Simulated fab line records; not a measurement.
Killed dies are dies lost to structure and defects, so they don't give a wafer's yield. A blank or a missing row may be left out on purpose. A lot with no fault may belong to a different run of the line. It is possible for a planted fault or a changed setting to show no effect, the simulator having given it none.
A struck lot beside a sound one / flow n5-finfet / 14 out of 1938 route steps
Sound: wafers L320.2, L320.4, L320.6. Wafers L319.1, L319.2, L319.3 were the ones struck. At the end, the cause is stated.
Each step with rows lists, per side, the tool, then ch with its chambers, then its first start. Under that, the readings that differ: sound wafers / struck wafers / difference of the means / sigmas: that difference in standard deviations of wafers without a fault.
alike: a reading whose means differ by less than 2 such deviations, as well as words and numbers matching on both sides. not compared: withheld readings; readings where some wafer has no value; bounds like >300 that might hide an equal value; numbers whose values overlap and for which the record gives no deviation.
Wherever a step has rows on one side only, a row that says differs or no value, or a row with sigmas, the two part there. Numbers that don't overlap but have no deviation are shown without sigmas and don't part them. Lack of a reading on every wafer of one side parts them only where that side has two or more wafers.

N5_BEOL_M1_INSPECT_59: inspects for defects (darkfield).
  sound on defect-inspect-01, day 10 05:06; struck on defect-inspect-01, day 9 21:47
  alike: raw-defect-count
N5_BEOL_M2_ILD_DEP_00: deposits SiOC from DEMS/O2, target thk 79 nm, time 15.3 s.
  sound on pecvd-03 ch 0,1,2, day 10 05:08; struck on pecvd-02 ch 0,1,2, day 9 21:50
  alike: heater-power-w, showerhead-plenum-p-Torr, throttle-valve-pct
N5_BEOL_M2_THK_MEAS_01:
  sound on film-metro-02, day 10 05:12; struck on film-metro-01, day 9 21:54
  alike: M2_ILD_THK
N5_BEOL_M2_PECVD_72: deposits SiO2 from TEOS/O2, target thk 16 nm, time 18 s.
  sound on pecvd-01 ch 0,1, day 10 05:14; struck on pecvd-01 ch 0,1, day 9 21:56
  alike: heater-power-w, showerhead-plenum-p-Torr, throttle-valve-pct
N5_BEOL_M2_HM_DEP_02: deposits TiN, target thk 20 nm.
  sound on pvd-sputter-03, day 10 09:17; struck on pvd-sputter-02, day 9 22:32
  alike: throttle-valve-pct
then, 7 steps without rows for these wafers: N5_BEOL_M2_COAT_61 (time 60 s, resist thk 60 nm); N5_BEOL_M2_COAT_62 (time 60 s, resist thk 12 nm); N5_BEOL_M2_COAT_73 (time 60 s, resist thk 5 nm); N5_BEOL_M2_COAT_05 (resist thk 30 nm); N5_BEOL_M2_EBR_07; N5_BEOL_M2_SOFTBAKE_06 (time 60 s); N5_BEOL_M2_EXPOSE_08 (exposes mask M2).
N5_BEOL_M2_PEB_09: peb time 60 s.
  sound on litho-track-01 ch 0, day 10 09:37; struck on litho-track-05, day 9 22:59
  no value came back on the struck wafers for chill-plate-temp-C (C), exhaust-pa (Pa); on the sound wafers chill-plate-temp-C (C) reads 22.96 22.98 22.93
then, 1 step without rows for these wafers: N5_BEOL_M2_DEVELOP_10 (develop time 30 s).

== WHERE THEY PART ==
At N5_BEOL_M2_PEB_09 and nowhere else, as far as this record goes.

WHY: the cause the simulator had injected
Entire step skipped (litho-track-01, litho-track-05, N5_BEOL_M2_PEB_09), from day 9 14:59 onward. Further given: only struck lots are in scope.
